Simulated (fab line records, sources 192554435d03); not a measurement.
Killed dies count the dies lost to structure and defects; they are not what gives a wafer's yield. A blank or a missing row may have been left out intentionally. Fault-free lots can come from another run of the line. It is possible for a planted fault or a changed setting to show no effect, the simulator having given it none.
One fault seen from 3 desks	flow n5Finfet	each desk holds nothing but its own numbers, with what lay behind them at the end

== THE DEFECT DESK ==
What the inspections along the route counted, lot by lot: means of the sampled wafers that have a number. If a lot's mean is further than 4 standard deviations from the usual mean, the lot is out of limits and carries the mark OUT (the distance appears in the brackets).
Columns: A = rawDefectCount at N5_BEOL_M8_INSPECT_13, usual 408; B = rawDefectCount at N5_BEOL_M8_INSPECT_30, usual 411
lot	first seen here	A	B
L229	day 11 14:49	406	411
L232	day 11 14:59	423	437
L234	day 11 15:12	385	383
L236	day 12 00:01	493	490
L244	day 14 06:35	396	391
L247	day 15 12:11	373	374
This desk found nothing out of limits on any of the 6 lots.

== TOOL OWNER'S DESK, lithoTrack-03 ==
The tool's own readings at N5_BEOL_M8_COAT_22 (resist thk 30 nm): means of the sampled wafers that have a number, for each lot that ran on this tool. If a lot's mean is further than 4 standard deviations from the usual mean, the lot is out of limits and carries the mark OUT (the distance appears in the brackets).
Columns: A = spinSpeedRpm at N5_BEOL_M8_COAT_22, usual 1500.0 rpm
lot	first seen here	A
L232	day 11 16:55	1500.2
L244	day 14 07:17	1449.2 (-46) OUT
L247	day 15 12:46	1448.6 (-47) OUT
Finding of this desk: L244, L247 out of limits; the first was L244 at day 14 07:17, on spinSpeedRpm at N5_BEOL_M8_COAT_22. L232 stayed within limits.

== FROM THE METROLOGY DESK ==
Means of the sampled wafers that have a number, per lot and without regard to the tool the lot ran on: this is what the gauges read. If a lot's mean is further than 4 standard deviations from the usual mean, the lot is out of limits and carries the mark OUT (the distance appears in the brackets).
Columns: A = cdNm at N5_BEOL_M8_CD_MEAS_18, usual 40.0 nm; B = cdNm at N5_BEOL_M8_CD_MEAS_28, usual 39.94 nm; C = V7_OVL at N5_BEOL_M8_OVL_MEAS_29, usual 0.1 nm
lot	first seen here	A	B	C
L229	day 11 15:19	38.8	39.96	0.0
L232	day 11 15:32	40.1	39.77	0.7
L234	day 11 15:45	40.1	40.00	0.3
L236	day 12 00:34	39.8	39.90	-0.1
L244	day 14 07:11	39.4	39.63	0.1
L247	day 15 12:41	40.4	39.73	0.2
This desk found nothing out of limits on any of the 6 lots.

== BROUGHT TOGETHER ==
At day 14 07:17, on L244, L247, the tool owner's desk was in a position to raise an alarm.
Nothing the defect desk looked at was out of limits.
Metrology desk: nothing out of limits seen.
The defect desk has L244, L247 on record, within its limits.
The metrology desk holds a record of L244, L247, inside its limits.
On lithoTrack-03, each named lot ran N5_BEOL_M8_COAT_22.

== WHAT THE SIMULATOR HAD PUT IN ==
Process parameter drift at N5_BEOL_M8_COAT_22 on lithoTrack-03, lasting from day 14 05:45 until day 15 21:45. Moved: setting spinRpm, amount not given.
Struck lots among those shown: L244, L247.
Hours from the fault's start to each desk's first reading out of limits: the tool owner's desk, 2.
